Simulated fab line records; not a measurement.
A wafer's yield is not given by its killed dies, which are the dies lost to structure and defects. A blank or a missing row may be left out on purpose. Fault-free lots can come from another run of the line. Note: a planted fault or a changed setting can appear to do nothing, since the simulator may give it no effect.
Matching of chambers | flow nandHarc | NHARC_A_STAIRCASE_DEP_417 on pecvd-02 has 3 sister chambers
The step deposits Si3N4, target thk 60 nm. 3 wafers are shown with their chamber, then 7 later ones without.

== WAFERS, EACH WITH ITS CHAMBER ==
wafer  | chamber | heaterPowerOuterW (W)
L969.4 | 0       | 530
L972.1 | 2       | 338
L972.3 | 1       | 444

== WAFERS WHOSE CHAMBER IS MISSING ==
wafer  | heaterPowerOuterW (W)
L972.6 | 440
L976.3 | 346
L976.4 | 465
L976.6 | 347
L977.1 | 451
L977.4 | 466
L977.5 | 477

== WHICH CHAMBER EACH ONE RAN IN ==
wafer  | from the rows above     | in truth
L972.6 | 1                       | 1
L976.3 | 2                       | 2
L976.4 | 1                       | 1
L976.6 | 2                       | 2
L977.1 | 1                       | 1
L977.4 | 1                       | 1
L977.5 | can't be placed: 1 or 0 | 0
Placed correctly: 6 of 7. Cannot be placed on the basis of these rows: 1; the candidates contain the true chamber in 1. 0 placed wrongly.
How it was worked out, from the rows above alone: a wafer's distance from a chamber is the root of the sum, over the readings, of the square of ((its reading less the chamber's mean) divided by the reading's scatter). The wafer belongs to the nearest chamber; if the next one is less than 2 further off, it can't be placed. A chamber's mean is the mean of its shown wafers. The scatter: root of mean squared gap, hidden wafer to nearest shown wafer, with one shown wafer a chamber.
